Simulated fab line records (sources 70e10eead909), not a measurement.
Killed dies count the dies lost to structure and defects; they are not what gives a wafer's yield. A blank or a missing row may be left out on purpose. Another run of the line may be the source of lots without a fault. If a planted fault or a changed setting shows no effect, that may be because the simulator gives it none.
Matching of chambers -- flow nandHarc -- NHARC_A_SLIT_DESCUM_14 on rieDiel-02: 4 sister chambers
The step chemistry O2, time 3 s. 16 wafers are shown with their chamber, then 8 later ones without.

== WAFERS WITH THEIR CHAMBER ==
wafer,chamber,showerheadPlenumPTorr (Torr),oesProductAu (a.u.),throttleValvePct (%)
L078.2,0,1.86,1.003,11.305
L078.3,1,2.05,1.016,11.303
L078.5,0,1.86,1.010,11.314
L080.1,1,2.05,1.009,11.312
L080.3,0,1.86,0.995,11.311
L080.4,2,1.90,1.016,11.313
L080.2,3,1.91,0.987,11.326
L080.5,2,1.90,1.005,11.324
L080.6,3,1.91,0.987,11.313
L084.3,1,2.05,0.995,11.308
L084.4,3,1.91,0.991,11.307
L084.5,0,1.86,0.999,11.296
L088.2,1,2.05,0.999,11.312
L088.5,3,1.91,0.986,11.314
L088.6,2,1.90,1.016,11.330
L091.2,1,2.04,0.992,11.320

SIGNATURES (averages over the wafers above)
reading,chamber 0,chamber 1,chamber 2,chamber 3,scatter within a chamber
showerheadPlenumPTorr,1.8600,2.0480,1.9000,1.9100,0.00258
oesProductAu,1.00175,1.00220,1.01233,0.98775,0.00719
throttleValvePct,11.30650,11.31100,11.32233,11.31500,0.00755
Rule: a wafer's distance from a chamber is the root of the sum, over the readings, of the square of ((its reading less the chamber's mean) divided by the reading's scatter). The wafer belongs to the nearest chamber; if the next one is less than 2 further off, it can't be placed. How the scatter is found: for the shown wafers, subtract from each reading the mean of its chamber, square and add these, divide the total by (wafers less chambers), then take the root.

== WAFERS WITH NO CHAMBER GIVEN ==
wafer,showerheadPlenumPTorr (Torr),oesProductAu (a.u.),throttleValvePct (%)
L091.3,1.90,0.991,11.313
L091.6,1.86,0.993,11.308
L092.2,1.90,1.015,11.306
L092.3,1.90,1.003,11.303
L092.6,1.90,0.991,11.327
L095.1,1.90,0.990,11.308
L095.2,1.86,1.002,11.317
L095.4,1.90,1.010,11.310

== THE CHAMBER EACH PASSED THROUGH ==
wafer,from the rows above,in truth
L091.3,can't be placed: 2 or 3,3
L091.6,0,0
L092.2,2,2
L092.3,can't be placed: 2 or 3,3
L092.6,can't be placed: 2 or 3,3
L095.1,can't be placed: 2 or 3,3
L095.2,0,0
L095.4,2,2
Placed correctly: 4 of 8. From these rows, 4 cannot be placed; in 4 the true chamber is one of the candidates. Wrongly placed: 0.
